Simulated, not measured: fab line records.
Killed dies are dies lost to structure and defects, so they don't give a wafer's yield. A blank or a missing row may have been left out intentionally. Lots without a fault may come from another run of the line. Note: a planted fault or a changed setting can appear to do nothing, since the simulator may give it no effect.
Chamber matching	flow n5 finfet	rie diel-01 running N5_BEOL_M2_ETCH_63: 4 sister chambers
The step etches SiARC in CF4, target depth 15.6 nm, time 26 s. 18 wafers are shown with their chamber, then 9 later ones without.

== WAFERS, EACH WITH ITS CHAMBER ==
wafer	chamber	showerhead plenum p Torr (Torr)	drypump motor current A (A)	oes product au (a.u.)
L079.1	2	2.14	5.5	0.62
L079.2	1	2.10	4.9	0.78
L079.3	3	2.18	5.8	0.77
L084.1	0	2.19	5.4	0.80
L084.3	1	2.10	4.8	0.78
L084.6	3	2.17	5.8	0.76
L085.3	0	2.19	5.3	0.79
L085.4	1	2.10	4.9	0.77
L085.5	2	2.13	5.5	0.61
L086.2	3	2.17	5.8	0.74
L086.5	2	2.13	5.5	0.61
L086.6	3	2.17	5.8	0.75
L087.3	3	2.17	5.8	0.76
L087.5	2	2.13	5.5	0.61
L087.6	3	2.17	5.8	0.75
L088.1	3	2.17	5.8	0.75
L088.2	0	2.19	5.3	0.79
L088.3	2	2.13	5.5	0.61

SIGNATURES (averages over the wafers above)
reading	chamber 0	chamber 1	chamber 2	chamber 3	scatter within a chamber
showerhead plenum p Torr	2.1900	2.1000	2.1320	2.1714	0.00344
drypump motor current A	5.333	4.867	5.500	5.800	0.0309
oes product au	0.7933	0.7767	0.6120	0.7543	0.00749
Rule: for each reading, subtract the chamber's mean from the wafer's reading, divide by that reading's scatter and square the result; add these up over the readings and take the root, which gives the wafer's distance from the chamber. If the next closest chamber is less than 2 further off than the closest, the wafer can't be placed; otherwise it belongs to the closest. The scatter: the root of (the sum of the squares of (reading less its chamber's mean) over the shown wafers, divided by (wafers less chambers)).

== WAFERS WHOSE CHAMBER IS MISSING ==
wafer	showerhead plenum p Torr (Torr)	drypump motor current A (A)	oes product au (a.u.)
L088.4	2.10	4.9	0.76
L088.5	2.13	5.5	0.61
L088.6	2.17	5.8	0.75
L090.1	2.19	5.3	0.78
L090.3	2.17	5.7	0.74
L090.5	2.17	5.8	0.75
L092.1	2.09	4.8	0.74
L092.2	2.13	5.5	0.60
L092.3	2.17	5.8	0.74

== EACH ONE'S CHAMBER ==
wafer	from the rows above	in truth
L088.4	1	1
L088.5	2	2
L088.6	3	3
L090.1	0	0
L090.3	3	3
L090.5	3	3
L092.1	1	1
L092.2	2	2
L092.3	3	3
9 of 9 placed correctly. Left unplaced by these rows: 0. 0 placed wrongly.
